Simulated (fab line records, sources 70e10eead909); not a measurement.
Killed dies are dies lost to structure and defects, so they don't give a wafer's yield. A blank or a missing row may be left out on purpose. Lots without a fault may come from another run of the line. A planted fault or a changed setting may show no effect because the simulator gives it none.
fab line records | flow nand_harc
record lots=12 wafers=35 last_day=32
route steps=1302 shown A_SLIT@937 A_SIN_REMOVE@951 A_WL_FILL@968 END@1302
lots that met no fault: from a run of the same line without faults
start_h: hours from the record's first day to the start of the lot's first wafer shown | wait_h: hours since the lot's step before | " the same as in the row above | L1.1+2: a row that stands for several wafers | - no value, or no start given | * or withheld: withheld | < > ~ a bound
route shown NAME@n: a module of which the file shows steps, and the number in the route of the first | usual: mean/standard deviation of fault-free wafers | same: alike in all rows | chamber/n: place in a boat | sites: the reading at each site | _std_site: their standard deviation | _edge_site: outer sites' mean less inner sites' | radius_mm: how far each site lies from the wafer's centre | mask NAME#n: copy n | behind: the tool/chamber that last shaped the wafer | hold: why the lot was held/for how many hours/how that ended | device: the transistor (n, p or np) that didn't switch | end of line: the same wafers' tests at the end of the route | a step without rows: its recipe alone | killed: dies lost to structure and defects at the first sort, not the wafer's yield | map: a wafer's dies, x killed, . not, _ none there
set.NAME: the setting as run; set.NAME@STEP: as run at that earlier step | model.NAME: the simulator's own value behind a step, which no gauge read
steps of the route over a sample of lots; a table a step, a row a wafer
services: from which hour (start_h, from the record's first day; less than 0 if before it) a tool's chamber was out of use, for how many hours, and why
## steps
# step NHARC_A_SLIT_ETCH_24
# recipe target_depth_a=1210 time_s=60.5 cf4_flow_sccm=100 chf3_flow_sccm=30 ar_flow_sccm=0 rf_w=500 bias_w=200 chemistry=CF4/CHF3
# usual cf4_flow_sccm=99.94/0.27 chf3_flow_sccm=30.00/0.096 drypump_motor_current_A=5.6/0.5 oes_product_au=0.965/0.014 rf_vpp_V=371.8/2.2 showerhead_plenum_p_Torr=1.61/0.061 throttle_valve_pct=16.802/0.0092
# same time_s=60.5
# columns lot.wafer tool chamber start_h wait_h cf4_flow_sccm chf3_flow_sccm drypump_motor_current_A oes_product_au rf_hours_counter_h rf_vpp_V showerhead_plenum_p_Torr throttle_valve_pct
L351.4 rie_diel-08 2 444.82 0.1 100.24 29.98 5.7 0.956 3.5 371.7 1.64 16.794
L351.1 " 3 " " 99.33 30.15 5.3 0.981 2.8 372.6 1.60 16.825
L351.2 " 0 " " 99.73 30.09 5.0 0.981 3.0 368.3 1.53 16.812
L360.2 rie_diel-05 1 534.31 0.1 99.83 29.89 5.1 0.961 5.1 373.4 1.68 16.815
L360.5 " 1 " " 99.75 29.92 5.1 0.962 - 373.0 1.68 16.800
L361.1 rie_diel-08 2 559.82 0.1 100.08 30.17 5.7 0.958 0.3 373.1 1.64 16.815
L361.2 " 0 " " 100.12 29.94 5.0 0.979 0.3 368.8 1.53 16.791
L361.6 " 3 " " 100.05 29.99 5.3 0.964 - 371.5 1.60 16.810
L362.3 rie_diel-10 3 562.12 0.1 99.81 30.20 5.2 0.953 8.8 374.4 1.68 16.797
L362.2 " 1 " " 100.22 29.89 5.4 0.971 9.3 366.8 1.48 16.802
L362.6 " 0 " " 99.67 30.00 6.7 0.990 - 369.7 1.55 16.800
L364.4 rie_diel-05 0 570.45 0.1 100.24 29.98 5.9 0.976 7.5 371.0 1.58 16.798
L364.5 " 1 " " 100.49 29.97 5.1 0.975 - 373.3 1.68 16.794
L364.6 " 2 " " 99.39 30.11 5.7 0.962 - 373.1 1.68 16.801
L363.1 rie_diel-08 2 574.52 0.1 99.88 30.02 5.7 0.970 1.5 372.4 1.64 16.806
L363.3 " 3 " " 99.60 30.11 5.3 0.965 1.7 371.9 1.60 16.796
L363.4 " 0 " " 99.87 29.97 5.0 0.977 1.7 368.6 1.53 16.792
L367.3 rie_diel-08 2 614.15 0.1 99.71 30.06 5.7 0.983 4.5 372.2 1.64 16.800
L367.1 " 0 " " 99.65 29.87 5.0 0.956 3.3 369.5 1.52 16.793
L367.4 " 1 " " 99.63 29.95 6.2 0.954 3.4 370.6 1.59 16.802
L369.2 rie_diel-10 3 626.06 0.1 99.74 30.01 5.2 0.975 0.4 373.3 1.68 16.811
L369.3 " 1 " " 99.64 30.14 5.4 0.965 0.1 367.9 1.48 16.799
L369.5 " 3 " " 99.82 30.12 5.2 0.966 - 372.7 1.68 16.792
L371.3 rie_diel-08 3 637.59 0.1 99.96 30.00 5.3 0.982 6.4 370.8 1.59 16.807
L371.4 " 1 " " 100.14 30.02 6.2 0.948 4.6 371.2 1.59 16.814
L371.1 " 2 " " 99.77 30.03 5.7 0.990 5.7 373.7 1.64 16.807
L370.2 rie_diel-05 1 638.79 0.1 99.68 30.09 5.1 0.975 1.5 374.6 1.68 16.817
L370.3 " 2 " " 99.68 29.94 5.7 0.967 1.8 373.7 1.68 16.797
L370.6 " 0 " " 100.37 29.84 5.9 0.947 - 372.1 1.58 16.805
L373.2 rie_diel-05 2 657.22 0.1 99.98 30.01 5.7 0.957 3.3 373.7 1.68 16.804
L373.4 " 3 " " 99.73 29.99 6.1 0.968 4.1 374.0 1.66 16.796
L373.6 " 0 " " 100.01 30.08 6.0 0.971 - 371.8 1.58 16.814
L372.4 rie_diel-08 3 657.93 0.1 99.66 30.01 5.3 0.981 7.5 370.6 1.59 16.789
L372.2 " 1 " " 99.75 29.96 6.1 0.953 6.1 370.2 1.59 16.805
L372.5 " 0 " " 99.61 29.97 5.1 0.955 - 369.2 1.52 16.784
# step NHARC_A_SIN_REMOVE_INSPECT_04
# usual raw_defect_count=391/86
# columns lot.wafer tool chamber start_h wait_h raw_defect_count
L351.1 defect_inspect-01 - 457.67 0.0 362
L351.2 " - " " 372
L351.4 " - " " 378
L360.2 defect_inspect-01 - 552.32 0.0 359
L360.5 " - " " 442
L361.1 defect_inspect-01 - 572.68 0.1 469
L361.2 " - " " 500
L361.6 " - " " 445
L362.2 defect_inspect-01 - 575.03 0.0 466
L362.3 " - " " 433
L362.6 " - " " 422
L364.4 defect_inspect-02 - 583.28 0.0 327
L364.5 " - " " 342
L364.6 " - " " 328
L363.1 defect_inspect-02 - 587.22 0.0 405
L363.3 " - " " 570
L363.4 " - " " 446
L367.1 defect_inspect-02 - 627.03 0.0 341
L367.3 " - " " 406
L367.4 " - " " 354
L369.2 defect_inspect-02 - 639.16 0.0 313
L369.3 " - " " 293
L369.5 " - " " 355
L371.1 defect_inspect-01 - 650.52 0.0 438
L371.3 " - " " 426
L371.4 " - " " 393
L370.2 defect_inspect-02 - 650.56 0.0 260
L370.3 " - " " 277
L370.6 " - " " 302
L373.2 defect_inspect-02 - 671.33 0.0 323
L373.4 " - " " 418
L373.6 " - " " 312
L372.2 defect_inspect-01 - 671.35 0.0 560
L372.4 " - " " 459
L372.5 " - " " 414
# step NHARC_A_WL_FILL_ETCHBACK_17
# recipe target_depth_a=40 time_s=26.7 chemistry=Cl2/BCl3
# usual drypump_motor_current_A=5.8/0.5 oes_product_au=1.004/0.01 run_length_s=48.2/0.39
# columns lot.wafer tool chamber start_h wait_h drypump_motor_current_A oes_product_au rf_hours_counter_h run_length_s
L351.1 rie_metal-01 1 474.47 - 6.4 0.994 1.3 48.3
L351.2 " 1 " " 6.5 1.006 - 48.5
L351.4 " 1 " " 6.5 1.001 - 48.1
L360.2 rie_metal-02 1 564.36 - 6.2 0.999 2.0 46.0
L360.5 " 1 " " 6.2 0.992 - 45.6
L362.2 rie_metal-02 0 585.95 - 5.7 1.020 1.8 45.3
L362.3 " 1 " " 6.2 0.992 - 48.3
L362.6 " 1 " " 6.2 0.996 - 48.1
L361.1 rie_metal-02 0 587.40 - 5.7 1.017 1.8 47.5
L361.2 " 1 " " 6.2 1.023 2.3 45.5
L361.6 " 1 " " 6.2 1.006 - 48.1
L364.4 rie_metal-03 0 596.23 - 5.0 1.008 - 48.2
L364.5 " 0 " " 5.0 1.006 - 48.9
L364.6 " 1 " " 6.0 1.011 - 48.3
L363.1 rie_metal-03 1 603.30 - 6.0 1.016 1.5 48.8
L363.3 " 0 " " 5.0 1.017 - 48.3
L363.4 " 1 " " 6.0 1.004 - 48.5
L367.1 rie_metal-03 0 638.06 - 5.0 1.012 1.8 48.3
L367.3 " 0 " " 5.0 1.016 - 48.3
L367.4 " 1 " " 6.0 1.011 - 48.4
L369.2 rie_metal-02 0 650.76 - 5.7 1.012 0.2 47.8
L369.3 " 1 " " 6.2 0.990 - 48.4
L369.5 " 1 " " 6.2 1.002 - 48.3
L371.1 rie_metal-02 0 662.50 - 5.7 1.010 0.3 47.5
L371.3 " 1 " " 6.2 0.995 - 48.2
L371.4 " 0 " " 5.7 1.012 - 47.5
L370.2 rie_metal-01 0 662.51 - 5.3 0.985 1.5 48.5
L370.3 " 1 " " 6.4 1.005 - 48.3
L370.6 " 1 " " 6.4 0.998 - 48.6
L372.2 rie_metal-02 1 684.39 - 6.1 0.981 0.8 48.1
L372.4 " 0 " " 5.7 1.003 - 47.3
L372.5 " 0 " " 5.7 1.012 - 47.6
L373.2 rie_metal-03 0 684.40 - 5.0 1.012 3.0 48.3
L373.4 " 1 " " 6.0 1.001 - 48.5
L373.6 " 0 " " 5.0 1.007 - 48.4
# step NHARC_A_WL_FILL_CMP_12
# recipe t_overpolish_s=30 target_thk_nm=100
# usual motor_current_A=12.1/1.3 overpolish_run_s=30.001/0.009 time_to_endpoint_s=19.4/2.5
# columns lot.wafer tool chamber start_h wait_h motor_current_A overpolish_run_s time_to_endpoint_s
L351.1 cmp-04 1 480.45 0.2 11.2 29.991 20.9
L351.4 " 3 " " 11.2 29.985 15.4
L351.2 " 0 " " 10.3 30.016 19.3
L360.2 cmp-03 3 570.27 0.2 12.3 30.001 21.1
L360.5 " 1 " " 12.8 29.993 18.8
L362.3 cmp-01 3 591.87 0.1 13.4 29.987 22.7
L362.2 " 2 " " 10.2 29.999 20.6
L362.6 " 0 " " 14.1 30.007 21.7
L361.1 cmp-03 3 592.03 0.2 12.9 30.004 22.5
L361.2 " 1 " " 12.7 30.008 18.2
L361.6 " 2 " " 14.1 29.990 21.5
L364.4 cmp-03 0 602.06 0.1 11.8 30.007 18.8
L364.5 " 0 " " 11.4 29.990 18.1
L364.6 " 1 " " 12.1 29.990 16.9
L363.1 cmp-03 1 607.09 0.1 12.3 29.997 24.4
L363.3 " 3 " " 12.1 30.001 25.1
L363.4 " 0 " " 11.8 29.996 21.0
L367.1 cmp-04 2 643.06 0.2 13.8 30.011 16.0
L367.4 " 3 " " 11.4 30.001 14.2
L367.3 " 0 " " 11.6 29.994 18.2
L369.2 cmp-04 0 656.55 0.1 11.4 30.013 22.4
L369.3 " 3 " " 11.0 30.010 16.4
L369.5 " 0 " " 10.5 29.992 19.5
L370.2 cmp-04 3 668.30 0.1 11.7 30.011 14.9
L370.3 " 0 " " 11.0 29.999 20.3
L370.6 " 3 " " 11.2 30.000 16.7
L371.4 cmp-01 3 668.31 0.1 12.3 29.993 18.9
L371.3 " 1 " " 11.3 29.989 16.9
L371.1 " 2 " " 10.5 30.001 17.9
L372.4 cmp-01 2 690.19 0.1 9.8 29.995 17.7
L372.2 " 1 " " 11.6 30.006 14.9
L372.5 " 3 " " 12.0 29.997 19.3
L373.2 cmp-03 0 690.34 0.2 11.6 30.007 20.7
L373.4 " 1 " " 12.3 30.004 18.5
L373.6 " 0 " " 11.9 30.002 19.4
# step NHARC_END_SORT_01
# recipe temp_c=25
# usual killed_at_array=55/15 killed_at_other=1.0/1.2 killed_at_periphery=3.4/2.2 killed_dies=59/15 killed_open=3.2/2 killed_short=2.5/1.7
# same gross_dies=677
# columns lot.wafer tool chamber start_h wait_h killed_at_array killed_at_other killed_at_periphery killed_dies killed_open killed_short
L363.1 prober-01 0 696.22 2.5 54 1 0 55 4 0
L363.3 prober-01 0 697.82 3.1 66 0 5 71 4 6
L363.4 prober-01 0 698.62 3.4 60 2 1 63 4 1
# killed by level:class
L363.1 A_SLIT:chamber_film_flake=31 A_CHANNEL_HOLE_D1:chamber_film_flake=7 A_CHANNEL_FILL_D2:chamber_film_flake=4 A_ONON_D1:geometric_particle:open=2 A_CHANNEL_FILL_D1:chamber_film_flake=2 A_STAIRCASE:chamber_film_flake=2 A_CHANNEL_FILL_D1:geometric_particle:open=1 A_DECK1_JOINT:geometric_particle:open=1
L363.3 A_SLIT:chamber_film_flake=32 A_CHANNEL_HOLE_D1:chamber_film_flake=7 A_CHANNEL_FILL_D2:chamber_film_flake=7 A_STAIRCASE:chamber_film_flake=5 A_ONON_D1:geometric_particle:open=2 A_ONON_D1:geometric_particle:short=2 A_CONTACT:chamber_film_flake=2 P_GATE:chamber_film_flake=2
L363.4 A_SLIT:chamber_film_flake=33 A_CONTACT:chamber_film_flake=10 A_CHANNEL_HOLE_D1:chamber_film_flake=8 A_STAIRCASE:chamber_film_flake=4 A_CHANNEL_FILL_D1:geometric_particle:open=2 THIN_TSV:chamber_film_flake=2 A_ONON_D1:geometric_particle:open=1 A_SGD_CUT:geometric_particle:open=1
## services
# columns tool chamber start_h hours kind
cmp-04 - 421.66 0.5 repair
rie_metal-02 - 454.00 9.0 pm
cmp-03 - 456.07 4.0 pm
rie_diel-05 3 469.33 1.5 repair
rie_diel-05 1 472.53 2.1 repair
rie_metal-02 0 473.30 6.2 repair
cmp-04 - 503.00 4.0 pm
rie_diel-08 3 516.00 6.1 repair
rie_metal-03 - 519.00 9.0 pm
rie_diel-08 0 522.54 6.7 repair
rie_diel-05 0 524.29 4.2 repair
rie_diel-08 - 544.88 9.0 pm
cmp-03 - 554.07 4.0 pm
rie_diel-05 - 584.28 9.0 pm
cmp-04 - 601.10 4.0 pm
rie_diel-08 0 605.00 1.5 repair
cmp-03 - 612.72 0.8 repair
cmp-04 - 624.16 0.5 repair
rie_metal-02 - 631.00 9.0 pm
cmp-03 - 650.23 5.0 repair
rie_diel-08 2 651.51 5.8 repair
cmp-04 - 653.48 1.7 repair
cmp-03 - 662.43 0.7 repair
cmp-04 - 688.39 4.1 repair
## key
first_sign step=NHARC_A_WL_FILL_ETCHBACK_17 reading=run_length_s direction=down sigmas=6.8 usual=* struck=*
effect none on later readings
met_at NHARC_A_WL_FILL_ETCHBACK_17
struck_lots L360,L361,L362
struck_wafers L360.2,L360.5,L361.2,L362.2
tester_left_out L360,L361,L362
not_acting_at NHARC_A_SLIT_ETCH_24,NHARC_A_SIN_REMOVE_INSPECT_04,NHARC_A_WL_FILL_CMP_12
fault kind=process_parameter_drift tool=rie_metal-02 chamber=- onset_h=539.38 steps=NHARC_A_WL_FILL_ETCHBACK_17 channel=time_s offset=* shape=step end_h=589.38 scope=struck_wafers_only acts_in=* stated=*
# tester_left_out: of these lots the tester's yield and bins aren't shown, on N5 and GAA mostly nor the transistor test; their killed dies are dies lost to structure and defects alone, not to doping, threshold or leakage, so they don't give the yield
